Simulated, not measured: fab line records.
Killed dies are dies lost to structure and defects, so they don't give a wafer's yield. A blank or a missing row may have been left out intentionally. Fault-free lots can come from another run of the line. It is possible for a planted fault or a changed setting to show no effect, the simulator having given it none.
Problem report in the 8D (eight disciplines) form, filled by code	flow nand harc	the parts of the form that need people (team, actions taken, sign-off) are left out

## 1. THE PROBLEM
mfc precursor sccm at NHARC_A_CONTACT_DEP_24 reads a mean of 168.6 sccm on 6 wafers of 2 lots; wafers without a fault read 161.4 sccm with a standard deviation of 0.45. Relative to the usual mean, that is a shift of +16 standard deviations.
The step: deposits SiO2, target thk 500 nm.
The first sign was on wafer L636.5 at day 19 13:10, on pecvd-03. The record holds 36 wafers of 12 lots with a number at this step. Rule for "out", or "out of limits": more than 4 standard deviations from the usual mean. All remaining wafers that have a number are taken as sound.

## 2. WHAT THIS IS AND IS NOT
question	is	is not
which readings at this step	mfc precursor sccm	flow sccm, heater power w, throttle valve pct
which lots	L636, L642	L626, L627, L630, L631, L632, L637, L644, L646, L647, L648
which wafers of those lots	all that have a number	-
read on which tools	pecvd-03	pecvd-01, pecvd-04
when	from day 19 13:10	up to then (18 sound wafers); but 12 sound wafers of L644, L646, L647, L648 came after

## 3. THE SUSPECTS, EACH WITH WHAT RULES IT OUT
Counting: a tool at any process step up to the reading remains a suspect when it ran all the lots that are out and ran no sound lot after the first of those.
- rie metal-01 at NHARC_A_WL_FILL_ETCHBACK_05 (etches the open film in Cl2/BCl3, target depth 22 nm, time 60 s): ruled out as a lasting fault. Sound lots L644, L646, L648 ran on it after its first lot that is out, L636 (day 18 08:28).
- pecvd-03 at NHARC_A_CONTACT_DEP_24 (deposits SiO2, target thk 500 nm): kept. All lots that are out passed through it, beginning with L636 at day 19 13:10, and no sound lot followed; its final sound lot before that point was L637 at day 19 08:46. Its own mfc precursor sccm readings are out on those wafers.
The count leaves pecvd-03 at NHARC_A_CONTACT_DEP_24.

## 4. THE CAUSE (what the simulator had put in)
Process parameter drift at NHARC_A_CONTACT_DEP_24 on pecvd-03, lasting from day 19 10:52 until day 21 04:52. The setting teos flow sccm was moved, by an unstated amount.
The count eliminated every tool but this one.

## 5. SEQUENCE OF EFFECTS, ordered by route
Rows list readings where the struck wafers' mean (over those with a number) sits beyond 3 standard deviations from the usual. Readings are gone through only where the record gives a usual standard deviation; hours: the median, over the lots, of the time from a lot's start at the first step in this table giving one to that lot's start at this step; sigmas: the change measured in usual standard deviations.
hours	step	reading	usual	on struck wafers	change	sigmas
0	NHARC_A_CONTACT_DEP_24	mfc precursor sccm	161.4 sccm	168.6	+7.2	+16
The process steps in it:
- NHARC_A_CONTACT_DEP_24: deposits SiO2, target thk 500 nm.

## 6. HOW IT WOULD HAVE BEEN CAUGHT EARLIER
In this record the first reading out of limits was taken at day 19 13:10, 2 hours after the fault began at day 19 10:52.
